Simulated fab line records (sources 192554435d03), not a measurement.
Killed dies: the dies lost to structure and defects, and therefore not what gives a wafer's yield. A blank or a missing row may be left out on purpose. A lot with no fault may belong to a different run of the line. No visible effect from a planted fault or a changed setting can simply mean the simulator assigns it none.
Split-lot experiment ; flow n5_finfet ; on a route of 1938 steps: 7 lots, 21 wafers read

== THE SPLIT ITSELF ==
At N5_BEOL_M0_ETCH_128 (etches SiCN in CF4/N2, target depth 12 nm, overetch 5.1 nm, time 21.4 s), the setting source_w was moved away from the recipe's 430 W on 6 of the 21 wafers read, by -15.0% to +17.1%. All remaining wafers had this setting at the recipe value.

The split's own step is where the reading is taken.

== THE READING ==
rf_vpp_V, in V, at N5_BEOL_M0_ETCH_128 (etches SiCN in CF4/N2, target depth 12 nm, overetch 5.1 nm, time 21.4 s). On this fab line, fault-free wafers typically give 382.8 V with a standard deviation of 2.2 V.

wafer;tool, chamber at the split;source_w as run, W;against the recipe;rf_vpp_V, V;against lot-mates on the recipe
L078.2;rie_diel-04, 2;430;recipe;384.8;-
L078.3;rie_diel-04, 3;430;recipe;380.3;-
L078.5;rie_diel-04, 0;460.4;+7.1%;377.0;-5.6
L077.1;rie_diel-02, 3;485.3;+12.9%;367.0;-15.0
L077.3;rie_diel-02, 0;485.3;+12.9%;364.7;-17.3
L077.5;rie_diel-02, 3;430;recipe;382.0;-
L085.2;rie_diel-04, 2;430;recipe;384.2;-
L085.4;rie_diel-04, 2;503.6;+17.1%;364.8;-16.6
L085.5;rie_diel-04, 3;430;recipe;378.6;-
L086.1;rie_diel-06, 3;430;recipe;385.5;-
L086.3;rie_diel-06, 0;430;recipe;382.4;-
L086.4;rie_diel-06, 0;430;recipe;383.0;-
L089.2;rie_diel-02, 0;430;recipe;379.9;-
L089.3;rie_diel-02, 2;430;recipe;380.8;-
L089.5;rie_diel-02, 3;430;recipe;381.8;-
L091.2;rie_diel-02, 0;365.5;-15.0%;401.3;+21.9
L091.4;rie_diel-02, 0;430;recipe;379.4;-
L091.5;rie_diel-02, 1;365.5;-15.0%;403.2;+23.8
L095.1;rie_diel-04, 1;430;recipe;382.7;-
L095.3;rie_diel-04, 3;430;recipe;386.3;-
L095.6;rie_diel-04, 2;430;recipe;384.1;-

FIT RESULTS
A straight line over all 21 wafers: rf_vpp_V changes by -1.22 V for each +1% of source_w; r = -0.97; the points scatter about the line by 2.3 V.
The same after taking each lot's own level away (the mean of its wafers on the recipe; 21 wafers): -1.28 V for each +1%; r = -0.97; scatter 2.3 V.
Per that fit: largest source_w move, reading shift of 22 V.
From 379.40 to 384.37 V: that is the span of the lots' own levels, equal to 2.3 times the standard deviation above.
The two slopes agree, so the slope changes little with the lot-to-lot level.
Check: with one of the wafers moved furthest among these (+17.1%) left out of the fit, the line predicts -22.9 V for it against its lot-mates. It came out at -16.6 V against them.
Tool readings at the split's step, against how far the setting was moved: rf_vpp_V r = -0.97.

== THE OTHER SPLITS THESE WAFERS WENT THROUGH ==
These wafers also went through other splits before the reading. Each is held against what the fit with the lots' levels taken away leaves over:
other split on the same wafers;wafers away from the commonest value;r with rf_vpp_V (lot level and that fit taken away)
N5_MOL_CONTACT_COAG_EXPOSE_81 dose_mj;7;-0.23
N5_MOL_CONTACT_COAG_CVD_140 target_thk_a;10;-0.01
N5_BEOL_M0_SAQP_HM_DEP_02 target_thk_a;7;+0.07
N5_BEOL_M0_SAQP_ETCH_88 source_w;5;-0.07
N5_BEOL_M0_ETCH_138 source_w;9;+0.06

== THE FILE'S OWN FIT ==
rf_vpp_V changes by -1.19 V for each +1% of source_w, r = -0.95.
